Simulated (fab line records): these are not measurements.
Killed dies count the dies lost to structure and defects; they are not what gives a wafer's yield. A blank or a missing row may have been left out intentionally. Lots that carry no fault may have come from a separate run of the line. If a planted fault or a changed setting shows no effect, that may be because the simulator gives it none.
Which tool was responsible? + flow n5Finfet + Sampling: 10 lots, 30 wafers, 4 of 1938 route steps

## WHAT THE GAUGES SHOWED, per wafer
N5_SPACER0_INSPECT_04: inspects for defects (darkfield).
| lot  | measured    | on               | rawDefectCount |
|------|-------------|------------------|----------------|
| L075 | day 3 09:04 | defectInspect-01 | 107 118 116    |
| L077 | day 3 20:52 | defectInspect-01 | 132 162 140    |
| L080 | day 4 13:04 | defectInspect-01 | 123 172 155    |
| L082 | day 5 02:25 | defectInspect-02 | 195 170 196    |
| L084 | day 5 13:40 | defectInspect-02 | 128 137 148    |
| L086 | day 6 04:33 | defectInspect-01 | 124 110 154    |
| L088 | day 6 13:22 | defectInspect-02 | 115 111 154    |
| L091 | day 7 06:22 | defectInspect-02 | 131 109 119    |
| L094 | day 8 02:08 | defectInspect-01 | 183 164 122    |
| L096 | day 8 14:00 | defectInspect-01 | 114 126 140    |

## EACH LOT AND THE TOOL THAT RAN IT (in order: tool; ch and the chambers of the sampled wafers; start)
| lot  | N5_DUMMY_GATE_TRIM_49          | N5_DUMMY_GATE_HM_OPEN_21         | N5_DUMMY_GATE_ETCH_32          |
|------|--------------------------------|----------------------------------|--------------------------------|
| L075 | rieSi-06 ch 2,3, day 3 07:32   | rieDiel-03 ch 1,2,3, day 3 07:49 | rieSi-01 ch 1,3, day 3 07:59   |
| L077 | rieSi-06 ch 0,1,2, day 3 19:07 | rieDiel-03 ch 0,1,3, day 3 19:29 | rieSi-01 ch 0,3, day 3 19:38   |
| L080 | rieSi-01 ch 0,1,3, day 4 10:43 | rieDiel-01 ch 0,3, day 4 11:00   | rieSi-02 ch 0,1,3, day 4 11:10 |
| L082 | rieSi-06 ch 0,2,3, day 4 23:20 | rieDiel-02 ch 0,2, day 4 23:37   | rieSi-02 ch 1,2,3, day 4 23:46 |
| L084 | rieSi-02 ch 1,2,3, day 5 12:04 | rieDiel-01 ch 1,2,3, day 5 12:22 | rieSi-06 ch 1,2,3, day 5 12:31 |
| L086 | rieSi-06 ch 0,2,3, day 6 02:40 | rieDiel-01 ch 1,2,3, day 6 02:56 | rieSi-02 ch 0,1,3, day 6 03:06 |
| L088 | rieSi-02 ch 1,2, day 6 11:49   | rieDiel-03 ch 0,1, day 6 12:08   | rieSi-06 ch 0,1,3, day 6 12:17 |
| L091 | rieSi-01 ch 0,1, day 7 04:11   | rieDiel-02 ch 0,2, day 7 04:35   | rieSi-06 ch 0,2,3, day 7 04:45 |
| L094 | rieSi-02 ch 0,2, day 8 00:21   | rieDiel-01 ch 0,1,3, day 8 00:38 | rieSi-06 ch 0,3, day 8 00:47   |
| L096 | rieSi-02 ch 0,1,3, day 8 12:07 | rieDiel-03 ch 0,2, day 8 12:24   | rieSi-01 ch 1,2, day 8 12:34   |
- N5_DUMMY_GATE_TRIM_49: chemistry O2, time 29 s, target cd 14 nm.
- N5_DUMMY_GATE_HM_OPEN_21: chemistry CH3F/O2, target SiNx, target depth 120 nm, time 171.4 s.
- N5_DUMMY_GATE_ETCH_32: etches SiO2 in CF4, target depth 3.5 nm, time 3.9 s.

## THE ANSWER, worked out from the rows above alone
Rule: usual is defined by the lots themselves. The widest of any qualifying gaps counts: lots, ordered by their means at a reading, are off when they make up no more than a third of the lots, leave a main group of 4 or more, and stand apart from it by 3 or more times the standard deviation of that group's means. A main group whose means are all the same, to the digits that the tables above print for the reading, isn't used. A lot without any number at a reading at which 4 lots or more have one is off too. Any other lot the step has rows for is counted as sound.
Across all readings shown, no lot is off: no conclusion can be drawn from this.

## WHAT THE SIMULATOR HAD INSERTED
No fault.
